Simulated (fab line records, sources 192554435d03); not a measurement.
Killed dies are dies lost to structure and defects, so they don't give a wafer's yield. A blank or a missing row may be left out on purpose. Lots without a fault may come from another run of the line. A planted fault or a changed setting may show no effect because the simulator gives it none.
Split-lot experiment | flow n5_finfet | 7 lots, 39 wafers read, on a route of 1938 steps

THE SPLIT
At N5_WELL_APT_IMPLANT_15, the setting energy_kev was moved away from the recipe's 25 on 15 of the 39 wafers read, by -10.8% to +15.8%. The other wafers ran this setting at the recipe's value.

The reading is taken at the split's own step.

THE READING
implant.drp_nm (the simulator's own value, which no gauge read), in nm, at N5_WELL_APT_IMPLANT_15. The file gives no usual value for it.

wafer  | tool, chamber at the split | energy_kev as run | against the recipe | implant.drp_nm, nm | against lot-mates on the recipe
L077.1 | implanter-01, 0            | 25                | recipe             | 8.457              | -
L077.4 | implanter-01, 0            | 25                | recipe             | 8.457              | -
L077.6 | implanter-01, 0            | 25                | recipe             | 8.457              | -
L077.2 | implanter-01, 0            | 22.31             | -10.8%             | 7.806              | -0.651
L077.3 | implanter-01, 0            | 22.31             | -10.8%             | 7.806              | -0.651
L077.5 | implanter-01, 0            | 22.31             | -10.8%             | 7.806              | -0.651
L079.1 | implanter-02, 0            | 25                | recipe             | 8.457              | -
L079.2 | implanter-02, 0            | 25                | recipe             | 8.457              | -
L079.6 | implanter-02, 0            | 25                | recipe             | 8.457              | -
L079.3 | implanter-02, 0            | 23.59             | -5.6%              | 8.117              | -0.340
L079.4 | implanter-02, 0            | 23.59             | -5.6%              | 8.117              | -0.340
L079.5 | implanter-02, 0            | 23.59             | -5.6%              | 8.117              | -0.340
L081.1 | implanter-02, 0            | 23.29             | -6.8%              | 8.045              | -0.412
L081.3 | implanter-02, 0            | 23.29             | -6.8%              | 8.045              | -0.412
L081.4 | implanter-02, 0            | 23.29             | -6.8%              | 8.045              | -0.412
L081.2 | implanter-02, 0            | 25                | recipe             | 8.457              | -
L081.5 | implanter-02, 0            | 25                | recipe             | 8.457              | -
L081.6 | implanter-02, 0            | 25                | recipe             | 8.457              | -
L083.1 | implanter-02, 0            | 25                | recipe             | 8.457              | -
L083.3 | implanter-02, 0            | 25                | recipe             | 8.457              | -
L083.5 | implanter-02, 0            | 25                | recipe             | 8.457              | -
L085.1 | implanter-01, 0            | 25                | recipe             | 8.457              | -
L085.2 | implanter-01, 0            | 25                | recipe             | 8.457              | -
L085.3 | implanter-01, 0            | 25                | recipe             | 8.457              | -
L085.4 | implanter-01, 0            | 28.1              | +12.4%             | 9.194              | +0.737
L085.5 | implanter-01, 0            | 28.1              | +12.4%             | 9.194              | +0.737
L085.6 | implanter-01, 0            | 28.1              | +12.4%             | 9.194              | +0.737
L090.1 | implanter-01, 0            | 25                | recipe             | 8.457              | -
L090.2 | implanter-01, 0            | 25                | recipe             | 8.457              | -
L090.3 | implanter-01, 0            | 25                | recipe             | 8.457              | -
L090.4 | implanter-01, 0            | 25                | recipe             | 8.457              | -
L090.5 | implanter-01, 0            | 25                | recipe             | 8.457              | -
L090.6 | implanter-01, 0            | 25                | recipe             | 8.457              | -
L093.1 | implanter-02, 0            | 25                | recipe             | 8.457              | -
L093.4 | implanter-02, 0            | 25                | recipe             | 8.457              | -
L093.5 | implanter-02, 0            | 25                | recipe             | 8.457              | -
L093.2 | implanter-02, 0            | 28.94             | +15.8%             | 9.392              | +0.935
L093.3 | implanter-02, 0            | 28.94             | +15.8%             | 9.392              | +0.935
L093.6 | implanter-02, 0            | 28.94             | +15.8%             | 9.392              | +0.935

THE FIT
A straight line over all 39 wafers: implant.drp_nm changes by +0.0597 nm for each +1% of energy_kev; r = +1.00; the points scatter about the line by 0.0028 nm.
The same after taking each lot's own level away (the mean of its wafers on the recipe; 39 wafers): +0.0597 nm for each +1%; r = +1.00; scatter 0.0028 nm.
On that fit, the largest move of energy_kev shifts the reading by 0.94 nm.
The lots' own levels span 8.4570 to 8.4570 nm.
So the lot-to-lot level changes the slope little: the two slopes agree.
Check: with one of the wafers moved furthest among these (+15.8%) left out of the fit, the line predicts +0.94 nm for it against its lot-mates. It came out at +0.935 nm against them.

THE WHOLE CHAIN: every reading that the file lists as answering this split, in the file's order
step                   | what it does | reading                                                         | change (the file's fit)                | r (the file's)
N5_WELL_APT_IMPLANT_15 |              | implant.rp_nm (the simulator's own value, which no gauge read)  | +0.141 nm for each +1% of the setting  | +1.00
N5_WELL_APT_IMPLANT_15 |              | implant.drp_nm (the simulator's own value, which no gauge read) | +0.0597 nm for each +1% of the setting | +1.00

THE FILE'S OWN FIT
implant.drp_nm changes by +0.0597 nm for each +1% of energy_kev, r = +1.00.
